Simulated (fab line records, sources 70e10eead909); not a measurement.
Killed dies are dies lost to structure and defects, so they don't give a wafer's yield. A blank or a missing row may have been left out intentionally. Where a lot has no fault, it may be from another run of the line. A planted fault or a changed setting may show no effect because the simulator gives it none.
Chamber matching + flow nand-harc + 3 sister chambers for NHARC_P_M0_DEP_32 on pecvd-01
The step deposits SiCN, target thk 30 nm. 6 wafers are shown with their chamber, then 11 later ones without.

EACH WAFER AND ITS CHAMBER
| wafer  | chamber | heater-power-w (W) |
|--------|---------|--------------------|
| L084.1 | 2       | 649                |
| L084.3 | 1       | 611                |
| L087.4 | 2       | 617                |
| L087.5 | 0       | 531                |
| L087.6 | 1       | 594                |
| L090.1 | 0       | 536                |

WAFERS WITH NO CHAMBER GIVEN
| wafer  | heater-power-w (W) |
|--------|--------------------|
| L090.2 | 543                |
| L090.5 | 528                |
| L092.1 | 554                |
| L092.2 | 528                |
| L092.3 | 623                |
| L091.2 | 519                |
| L091.4 | 581                |
| L091.6 | 521                |
| L093.2 | 599                |
| L093.5 | 577                |
| L093.6 | 583                |

WHICH CHAMBER EACH WENT THROUGH
| wafer  | from the rows above     | in truth                   |
|--------|-------------------------|----------------------------|
| L090.2 | 0                       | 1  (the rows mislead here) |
| L090.5 | 0                       | 0                          |
| L092.1 | can't be placed: 0 or 1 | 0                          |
| L092.2 | 0                       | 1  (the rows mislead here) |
| L092.3 | can't be placed: 2 or 1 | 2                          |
| L091.2 | 0                       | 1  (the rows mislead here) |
| L091.4 | can't be placed: 1 or 0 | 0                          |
| L091.6 | 0                       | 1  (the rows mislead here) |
| L093.2 | 1                       | 1                          |
| L093.5 | can't be placed: 1 or 0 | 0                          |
| L093.6 | 1                       | 1                          |
Correctly placed: 3 of 11. From these rows, 4 cannot be placed; in 4 the true chamber is one of the candidates. Placed wrongly: 4.
How it was worked out, from the rows above alone: a wafer's distance from a chamber is the root of the sum, over the readings, of the square of ((its reading less the chamber's mean) divided by the reading's scatter). The wafer belongs to the nearest chamber; if the next one is less than 2 further off, it can't be placed. A chamber's mean is the mean of its shown wafers. The scatter: the root of (the sum of the squares of (reading less its chamber's mean) over the shown wafers, divided by (wafers less chambers)).
